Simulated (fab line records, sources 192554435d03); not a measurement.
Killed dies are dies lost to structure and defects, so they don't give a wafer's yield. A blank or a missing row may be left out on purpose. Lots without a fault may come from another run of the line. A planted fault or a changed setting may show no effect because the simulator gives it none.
Chamber matching | flow n5_finfet | N5_STI_FIN_REVEAL_CMP_04 on cmp-03: 4 sister chambers
The step polishes, stops on Si3N4, t overpolish 4 s, target thk 131.83 nm. 22 wafers are shown with their chamber, then 11 later ones without.

WAFERS WITH THEIR CHAMBER
wafer  | chamber | motor_current_A (A) | time_to_endpoint_s (s) | overpolish_run_s (s)
L074.2 | 1       | 7.5                 | 110                    | 3.998
L074.3 | 3       | 7.4                 | 112                    | 3.992
L074.5 | 1       | 7.7                 | 112                    | 4.011
L075.1 | 2       | 7.2                 | 99                     | 4.012
L075.3 | 1       | 7.7                 | 105                    | 3.991
L075.5 | 3       | 7.6                 | 103                    | 3.986
L078.1 | 2       | 7.0                 | 102                    | 4.006
L078.3 | 3       | 7.6                 | 106                    | 4.005
L078.6 | 1       | 7.9                 | 103                    | 3.999
L080.1 | 0       | 7.9                 | 104                    | 4.009
L080.3 | 1       | 7.9                 | 105                    | 3.999
L080.5 | 3       | 7.4                 | 109                    | 4.002
L081.2 | 1       | 8.1                 | 105                    | 4.001
L081.3 | 0       | 7.6                 | 103                    | 3.996
L081.5 | 1       | 7.6                 | 110                    | 3.994
L089.4 | 0       | 8.4                 | 99                     | 4.011
L089.5 | 1       | 7.7                 | 107                    | 4.004
L089.6 | 0       | 7.8                 | 99                     | 4.008
L089.1 | 3       | 7.6                 | 106                    | 4.007
L089.2 | 2       | 6.9                 | 102                    | 3.996
L089.3 | 1       | 7.4                 | 111                    | 4.000
L091.2 | 1       | 7.9                 | 109                    | 4.004

SIGNATURES (means of the wafers above)
reading            | chamber 0 | chamber 1 | chamber 2 | chamber 3 | scatter within a chamber
motor_current_A    | 7.925     | 7.740     | 7.033     | 7.520     | 0.217
time_to_endpoint_s | 101.25    | 107.70    | 101.00    | 107.20    | 2.98
overpolish_run_s   | 4.00600   | 4.00010   | 4.00467   | 3.99840   | 0.00696
Rule: a wafer's distance from a chamber is the root of the sum, over the readings, of the square of ((its reading less the chamber's mean) divided by the reading's scatter). The wafer belongs to the nearest chamber; if the next one is less than 2 further off, it can't be placed. The scatter: the root of (the sum of the squares of (reading less its chamber's mean) over the shown wafers, divided by (wafers less chambers)).

WAFERS WITHOUT THEIR CHAMBER
wafer  | motor_current_A (A) | time_to_endpoint_s (s) | overpolish_run_s (s)
L091.3 | 6.9                 | 103                    | 4.011
L091.4 | 7.9                 | 101                    | 3.999
L095.1 | 8.0                 | 97                     | 4.007
L095.3 | 7.2                 | 101                    | 3.998
L095.4 | 7.4                 | 105                    | 4.004
L096.1 | 7.0                 | 102                    | 4.000
L096.3 | 7.3                 | 101                    | 3.993
L096.4 | 8.1                 | 100                    | 3.997
L097.2 | 7.8                 | 109                    | 4.009
L097.5 | 7.9                 | 111                    | 4.005
L097.6 | 7.9                 | 99                     | 3.997

WHICH CHAMBER EACH WENT THROUGH
wafer  | from the rows above               | in truth
L091.3 | 2                                 | 2
L091.4 | can't be placed: 0 or 1 or 3      | 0
L095.1 | 0                                 | 0
L095.3 | can't be placed: 2 or 3           | 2
L095.4 | can't be placed: 3 or 1 or 2 or 0 | 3
L096.1 | 2                                 | 2
L096.3 | can't be placed: 2 or 3 or 1 or 0 | 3
L096.4 | can't be placed: 0 or 1           | 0
L097.2 | can't be placed: 1 or 3 or 0      | 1
L097.5 | can't be placed: 1 or 3 or 0      | 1
L097.6 | can't be placed: 0 or 1 or 3      | 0
Placed correctly: 3 of 11. Can't be placed from these rows: 8 (the true chamber is among the candidates in 8). Placed wrongly: 0.
